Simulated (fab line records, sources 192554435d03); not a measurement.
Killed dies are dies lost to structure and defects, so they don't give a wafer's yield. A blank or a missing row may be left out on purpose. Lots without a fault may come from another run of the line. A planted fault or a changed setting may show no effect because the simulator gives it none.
One fault seen from 3 desks | flow n5_finfet | each desk has only its own numbers; what lay behind them comes last

THE DEFECT DESK
What the inspections along the route counted, lot by lot: means of the sampled wafers that have a number. A lot is out of limits, marked OUT, if its mean lies more than 4 standard deviations from the usual mean; the brackets give that distance.
Columns: A = raw_defect_count at N5_PMOS_HMC_CHANNEL_EPI_INSPECT_30, usual 18
lot  | first seen here | A
L439 | day 1 20:52     | 18
L440 | day 2 02:58     | 18
L441 | day 2 08:01     | 18
L445 | day 3 08:48     | 14
L450 | day 4 14:12     | 19
L451 | day 4 19:36     | 17
L452 | day 5 03:06     | 19
L453 | day 5 07:58     | 20
L454 | day 5 14:02     | 12
L455 | day 5 20:14     | 21
L458 | day 6 14:07     | 18
L459 | day 6 20:40     | 12
L460 | day 7 02:49     | 12
This desk's finding: nothing out of limits on any of the 13 lots.

THE METROLOGY DESK
What the gauges read, lot by lot, whatever tool the lot ran on: means of the sampled wafers that have a number. A lot is out of limits, marked OUT, if its mean lies more than 4 standard deviations from the usual mean; the brackets give that distance.
Columns: A = cd_nm at N5_FIN_SAQP_CD_MEAS_16, usual 35.5 nm
lot  | first seen here | A
L439 | day 1 22:11     | 35.3
L440 | day 2 04:23     | 35.3
L441 | day 2 09:31     | 35.3
L445 | day 3 10:17     | 35.9
L450 | day 4 15:36     | 38.6 (+7.6) OUT
L451 | day 4 20:53     | 37.5 (+4.9) OUT
L452 | day 5 05:53     | 37.0
L453 | day 5 09:33     | 35.7
L454 | day 5 15:37     | 35.8
L455 | day 5 21:41     | 35.6
L458 | day 6 15:39     | 35.3
L459 | day 6 21:58     | 35.5
L460 | day 7 04:08     | 35.5
This desk's finding: out of limits on L450, L451; first on L450, day 4 15:36 (cd_nm at N5_FIN_SAQP_CD_MEAS_16). In limits: L439, L440, L441, L445, L452, L453, L454, L455, L458, L459, L460.

THE TOOL OWNER'S DESK: arfi_scanner-03
The tool's own readings at N5_FIN_SAQP_EXPOSE_13 (exposes mask FIN CORE, target cd 35.6 nm): means of the sampled wafers that have a number, for each lot that ran on this tool. A lot is out of limits, marked OUT, if its mean lies more than 4 standard deviations from the usual mean; the brackets give that distance.
Columns: A = exposure_dose_mJ_cm2 at N5_FIN_SAQP_EXPOSE_13, usual 63.23
lot  | first seen here | A
L439 | day 1 22:04     | 63.30
L440 | day 2 04:16     | 63.22
L445 | day 3 10:09     | 63.21
L450 | day 4 15:28     | 56.53 (-99 or more) OUT
L451 | day 4 20:45     | 57.91 (-89) OUT
L452 | day 5 05:45     | 58.98 (-71) OUT
This desk's finding: out of limits on L450, L451, L452; first on L450, day 4 15:28 (exposure_dose_mJ_cm2 at N5_FIN_SAQP_EXPOSE_13). In limits: L439, L440, L445.

PUT TOGETHER
The tool owner's desk could have raised an alarm at day 4 15:28, on L450, L451, L452.
The metrology desk could have raised an alarm at day 4 15:36, on L450, L451.
The defect desk saw nothing out of limits.
The defect desk has L450, L451, L452 on record, within its limits.
The metrology desk has L452 on record, within its limits.
Of the lots named, all ran N5_FIN_SAQP_EXPOSE_13 on arfi_scanner-03.

WHAT THE SIMULATOR HAD PUT IN
Process parameter drift: arfi_scanner-03, from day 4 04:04 on, at N5_FIN_SAQP_EXPOSE_13. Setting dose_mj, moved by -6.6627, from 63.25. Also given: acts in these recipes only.
Lots struck among those shown: L450, L451, L452.
Hours from the fault's start to each desk's first reading out of limits: the tool owner's desk, 11; the metrology desk, 12.
